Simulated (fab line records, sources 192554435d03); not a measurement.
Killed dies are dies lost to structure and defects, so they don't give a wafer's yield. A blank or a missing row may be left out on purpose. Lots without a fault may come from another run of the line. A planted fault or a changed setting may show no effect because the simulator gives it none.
Split-lot experiment | flow n5_finfet | 7 lots, 21 wafers read, on a route of 1938 steps

THE SPLIT
At N5_BEOL_M4_EXPOSE_08 (exposes mask M4), the setting dose_mj was moved away from the recipe's 41.25 on 7 of the 21 wafers read, by -4.7% to +5.3%. The other wafers ran this setting at the recipe's value.

FROM THE SPLIT TO THE READING: what the file shows between them, 4 steps
- N5_BEOL_M4_PEB_09: peb time 60 s
- N5_BEOL_M4_DEVELOP_10: develop time 30 s
- N5_BEOL_M4_DESCUM_16: chemistry O2, time 7 s
- N5_BEOL_M4_ETCH_74: etches underlayer in N2/H2, target depth 6.5 nm, time 5.2 s

THE READING
BEOL_M4.cd_offset_nm (the simulator's own value, which no gauge read), in nm, at N5_BEOL_M4_ETCH_63 (etches SiARC in CF4, target depth 15.6 nm, time 26 s). The file gives no usual value for it. The 14 wafers here that ran the recipe average 0.0 nm, standard deviation 0.17 nm.

wafer  | tool, chamber at the split | dose_mj as run | against the recipe | BEOL_M4.cd_offset_nm, nm | against lot-mates on the recipe
L075.1 | euv_scanner-02, 0          | 41.25          | recipe             | 0.4                      | -
L075.2 | euv_scanner-02, 0          | 41.25          | recipe             | -0.2                     | -
L075.3 | euv_scanner-02, 0          | 41.25          | recipe             | 0.2                      | -
L079.1 | euv_scanner-01, 0          | 41.25          | recipe             | 0                        | -
L079.5 | euv_scanner-01, 0          | 41.25          | recipe             | 0                        | -
L079.2 | euv_scanner-01, 0          | 42.64          | +3.4%              | 0.8                      | +0.8
L081.3 | euv_scanner-02, 0          | 39.31          | -4.7%              | -1.2                     | -1.2
L081.5 | euv_scanner-02, 0          | 39.31          | -4.7%              | -0.8                     | -0.8
L081.6 | euv_scanner-02, 0          | 41.25          | recipe             | 0                        | -
L086.2 | euv_scanner-01, 0          | 41.25          | recipe             | 0                        | -
L086.4 | euv_scanner-01, 0          | 40.07          | -2.9%              | -0.8                     | -0.9
L086.6 | euv_scanner-01, 0          | 41.25          | recipe             | 0.2                      | -
L091.3 | euv_scanner-02, 0          | 40.13          | -2.7%              | -0.6                     | -0.6
L091.4 | euv_scanner-02, 0          | 41.25          | recipe             | -0.2                     | -
L091.6 | euv_scanner-02, 0          | 41.25          | recipe             | 0.2                      | -
L090.4 | euv_scanner-02, 0          | 43.43          | +5.3%              | 1                        | +0.8
L090.5 | euv_scanner-02, 0          | 41.25          | recipe             | 0.2                      | -
L090.6 | euv_scanner-02, 0          | 43.43          | +5.3%              | 0.6                      | +0.4
L097.1 | euv_scanner-02, 0          | 41.25          | recipe             | 0                        | -
L097.2 | euv_scanner-02, 0          | 41.25          | recipe             | 0                        | -
L097.4 | euv_scanner-02, 0          | 41.25          | recipe             | -0.2                     | -

THE FIT
A straight line over all 21 wafers: BEOL_M4.cd_offset_nm changes by +0.193 nm for each +1% of dose_mj; r = +0.92; the points scatter about the line by 0.21 nm.
The same after taking each lot's own level away (the mean of its wafers on the recipe; 21 wafers): +0.178 nm for each +1%; r = +0.91; scatter 0.22 nm.
On that fit, the largest move of dose_mj shifts the reading by 0.94 nm.
The lots' own levels span -0.07 to 0.20 nm, that is 1.6 times the standard deviation above.
So the lot-to-lot level changes the slope little: the two slopes agree.
Check: with one of the wafers moved furthest among these (+5.3%) left out of the fit, the line predicts +0.906 nm for it against its lot-mates. It came out at +0.8 nm against them.

OTHER SPLITS ON THESE WAFERS
These wafers also went through other splits before the reading. Each is held against what the fit with the lots' levels taken away leaves over:
other split on the same wafers | wafers away from the commonest value | r with BEOL_M4.cd_offset_nm (lot level and that fit taken away)
N5_BEOL_M3_ETCH_64 time_s      | 12                                   | +0.26
N5_BEOL_M3_COAT_76 spin_rpm    | 6                                    | +0.59

THE FILE'S OWN FIT
BEOL_M4.cd_offset_nm changes by +0.192 nm for each +1% of dose_mj, r = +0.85.
